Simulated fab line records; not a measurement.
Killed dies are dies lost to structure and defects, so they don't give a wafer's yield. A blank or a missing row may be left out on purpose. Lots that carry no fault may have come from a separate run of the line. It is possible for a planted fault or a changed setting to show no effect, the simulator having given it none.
A lot that was struck, set against a sound lot    flow nand-harc    39 out of 1302 route steps
Sound: these wafers, L100.1, L100.2, L100.4. Struck: wafers L109.2, L109.3, L109.4. The cause comes at the end.
Order at every step that has rows: each side's tool, ch and its chambers, its first start. Under that, the readings that differ: sound wafers    struck wafers    difference of the means    sigmas: that difference in standard deviations of wafers without a fault.
alike: words and numbers the same on both sides, and readings whose means are apart by under 2 such deviations; not compared: readings that were withheld, readings missing a value for some wafer, numbers with overlapping values and no deviation given by the record, and bounds like >300 which may hide the same value.
Wherever a step has rows on one side only, a row that says differs or no value, or a row with sigmas, the two part there. Numbers that don't overlap but have no deviation are shown without sigmas and don't part them. A reading missing from all wafers of one side parts the sides only when that side holds two or more wafers.

first, 10 steps without rows for these wafers: NHARC_A_CHANNEL_HOLE_D2_DEP_00 (deposits aC, target thk 3100 nm); NHARC_A_CHANNEL_HOLE_D2_DEP_01 (deposits SiON, target thk 140 nm); NHARC_A_CHANNEL_HOLE_D2_DEHYDRATE_02 (time 120 s); NHARC_A_CHANNEL_HOLE_D2_HMDS_03 (time 30 s); NHARC_A_CHANNEL_HOLE_D2_COAT_36 (time 75 s); NHARC_A_CHANNEL_HOLE_D2_COAT_37 (time 65 s); NHARC_A_CHANNEL_HOLE_D2_COAT_04 (resist thk 90 nm); NHARC_A_CHANNEL_HOLE_D2_SOFTBAKE_05 (time 55 s); NHARC_A_CHANNEL_HOLE_D2_EBR_06; NHARC_A_CHANNEL_HOLE_D2_EXPOSE_07 (exposes mask HOLE D2, target cd 100 nm).
NHARC_A_CHANNEL_HOLE_D2_PEB_08: peb time 65 s.
  sound on litho-track-01 ch 0, day 16 21:08; struck on litho-track-01 ch 0, day 21 10:47
reading                   sound              struck             difference  sigmas
heater-power-total-W (W)  157.1 157.1 156.9  194.6 193.7 193.4  +36.9       +86
  alike: chill-plate-temp-C
then, 1 step without rows for these wafers: NHARC_A_CHANNEL_HOLE_D2_DEVELOP_09 (develop time 35 s).
NHARC_A_CHANNEL_HOLE_D2_CD_MEAS_10 targets a cd of 100 nm.
  sound on cd-sem-01 ch 0, day 16 21:13; struck on cd-sem-02 ch 0, day 21 10:52
reading     sound             struck          difference  sigmas
cd-nm (nm)  100.8 100.1 99.8  87.1 87.6 88.0  -12.7       -23
NHARC_A_CHANNEL_HOLE_D2_DESCUM_15: chemistry O2, time 3 s.
  sound on rie-diel-02 ch 0,1,2, day 16 21:25; struck on rie-diel-01 ch 0,1,3, day 21 11:04
reading                             sound             struck             difference  sigmas
rf-hours-counter-h (h)              10.2 10.3 8.5     4.0 3.8 3.6        -5.9        
model.A_CHANNEL_HOLE_D2.cd-nm (nm)  99.7 99.47 99.94  86.24 87.22 88.69  -12.32      
  alike: drypump-motor-current-A, mfc-ar-sccm, oes-product-au, rf-vpp-V, showerhead-plenum-p-Torr, throttle-valve-pct
then, 4 steps without rows for these wafers: NHARC_A_CHANNEL_HOLE_D2_ETCH_38 (etches the open film in CF4, target depth 39 nm, time 65 s); NHARC_A_CHANNEL_HOLE_D2_ETCH_39 (etches the open film in N2/H2, target depth 260 nm, time 325 s); NHARC_A_CHANNEL_HOLE_D2_ETCH_34 (etches the open film in CF4/CHF3, target depth 154 nm, time 77 s); NHARC_A_CHANNEL_HOLE_D2_ETCH_16 (etches the open film in O2/COS, target depth 3100 nm, time 806 s).
NHARC_A_CHANNEL_HOLE_D2_CD_MEAS_18:
  struck on cd-sem-01, day 21 12:10; sound on cd-sem-01, day 16 22:32
reading     sound             struck          difference  sigmas
cd-nm (nm)  98.7 103.0 100.1  83.5 81.0 89.2  -16.0       -7
then, 12 steps without rows for these wafers: NHARC_A_CHANNEL_HOLE_D2_ETCH_19 (etches the open film in C4F8/O2/Ar, time 34.5 s); NHARC_A_CHANNEL_HOLE_D2_ETCH_20 (etches the open film in C4F8/O2/Ar, time 361.9 s, target depth 1600 nm); NHARC_A_CHANNEL_HOLE_D2_ETCH_21 (etches the open film in C4F8/O2/Ar, time 514.3 s, target depth 1600 nm); NHARC_A_CHANNEL_HOLE_D2_ETCH_22 (etches the open film in C4F8/O2/Ar, time 666.7 s, target depth 1600 nm); NHARC_A_CHANNEL_HOLE_D2_ETCH_23 (etches the open film in C4F8/O2/Ar, time 819 s, target depth 1600 nm); NHARC_A_CHANNEL_HOLE_D2_ETCH_24 (etches the open film in C4F8/O2/Ar, time 906.2 s, target depth 1500 nm); NHARC_A_CHANNEL_HOLE_D2_ETCH_25 (etches the open film in C4F8/O2/Ar, time 1040.2 s, target depth 1500 nm); NHARC_A_CHANNEL_HOLE_D2_ETCH_26 (etches the open film in C4F8/O2/Ar, time 224.1 s, target depth 300 nm); NHARC_A_CHANNEL_HOLE_D2_ETCH_27 (etches the open film in C4F8/O2/Ar, time 90 s, target depth 400 nm); NHARC_A_CHANNEL_HOLE_D2_STRIP_41 (strips in N2/H2); NHARC_A_CHANNEL_HOLE_D2_STRIP_42 (strips in CF4/CHF3); NHARC_A_CHANNEL_HOLE_D2_STRIP_43 (strips in O2/COS).
NHARC_A_CHANNEL_HOLE_D2_ETCH_44: etches the open film in CF4/O2, target depth 140 nm, overetch 14 nm, time 77 s.
  sound on rie-diel-02 ch 0,1,2, day 17 05:21; struck on rie-diel-01 ch 0,1,3, day 21 16:57
reading                             sound              struck             difference  sigmas
rf-hours-counter-h (h)              10.9 10.9 9.3      4.6 5.2 4.5        -5.6        
model.A_CHANNEL_HOLE_D2.cd-nm (nm)  89.98 88.53 88.95  76.04 77.16 76.66  -12.53      
  alike: bias-w, drypump-motor-current-A, mfc-ar-sccm, oes-product-au, rf-vpp-V, showerhead-plenum-p-Torr, throttle-valve-pct
then, 3 steps without rows for these wafers: NHARC_A_CHANNEL_HOLE_D2_STRIP_28 (strips in O2); NHARC_A_CHANNEL_HOLE_D2_PRECLEAN_29 (cleans in SC1); NHARC_A_CHANNEL_HOLE_D2_SRD_30.
NHARC_A_CHANNEL_HOLE_D2_CD_MEAS_31:
  struck on cd-sem-01, day 21 17:51; sound on cd-sem-02, day 17 06:08
reading     sound           struck          difference  sigmas
cd-nm (nm)  89.8 87.8 88.6  75.6 77.4 76.5  -12.2       -8
NHARC_A_CHANNEL_HOLE_D2_XSEM_32:
  sound on xsem-01 ch 0, day 17 06:13; struck on xsem-01 ch 0, day 21 17:56
reading         sound           struck          difference  sigmas
bot-cd-nm (nm)  74.3 73.3 74.4  59.4 60.8 60.3  -13.8       -8
  alike: bow-nm, tilt-deg
-- break in the record here, with 11 days between the starts of the struck wafers on either side (left off in module A_CHANNEL_HOLE_D2, picked up again in module END, where the first step shown is number 1301 on the route) --
NHARC_END_WLT_00:
  struck on prober-01, day 32 15:25; sound on prober-01, day 28 01:39
reading                            sound              struck             difference  sigmas
VT_DECK2_BOTTOM                    0.866 0.863 0.870  0.823 0.839 0.831  -0.035      -4
VT_DECK2_BOTTOM_INNER              0.865 0.874 0.867  0.832 0.833 0.830  -0.037      -4
VT_DECK2_MEDIAN_NEAR_BOTTOM        0.864 0.862 0.865  0.822 0.835 0.834  -0.033      -4
VT_DECK2_MEDIAN_NEAR_BOTTOM_INNER  0.878 0.868 0.867  0.824 0.836 0.836  -0.039      -4
VT_DECK2_MIDDLE                    0.884 0.881 0.886  0.850 0.856 0.850  -0.032      -4
VT_DECK2_MIDDLE_INNER              0.881 0.887 0.882  0.858 0.854 0.857  -0.027      -3
VT_DECK2_TOP                       0.898 0.903 0.891  0.863 0.864 0.873  -0.031      -4
VT_DECK2_TOP_INNER                 0.898 0.903 0.896  0.870 0.872 0.876  -0.026      -4
  alike: VT_DECK1_BOTTOM, VT_DECK1_BOTTOM_INNER, VT_DECK1_MEDIAN_NEAR_BOTTOM, VT_DECK1_MEDIAN_NEAR_BOTTOM_INNER, VT_DECK1_MIDDLE, VT_DECK1_MIDDLE_INNER, VT_DECK1_TOP, VT_DECK1_TOP_INNER
NHARC_END_SORT_01:
  sound on prober-01 ch 0, day 28 05:29; struck on prober-01 ch 0, day 32 18:41
reading          sound  struck    difference  sigmas
killed-at-array  27 37  85 81 85  +52         +3
killed-dies      34 42  90 86 87  +50         +2
killed-short     2 0    5 5 6     +4          +3
  alike: killed-at-other, killed-at-periphery, killed-open

## WHERE THEY PART
First at NHARC_A_CHANNEL_HOLE_D2_PEB_08; last, within this record, at NHARC_END_SORT_01.

WHY: the cause the simulator had injected
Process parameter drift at NHARC_A_CHANNEL_HOLE_D2_PEB_08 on litho-track-01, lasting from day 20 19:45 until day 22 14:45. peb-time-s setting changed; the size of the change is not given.
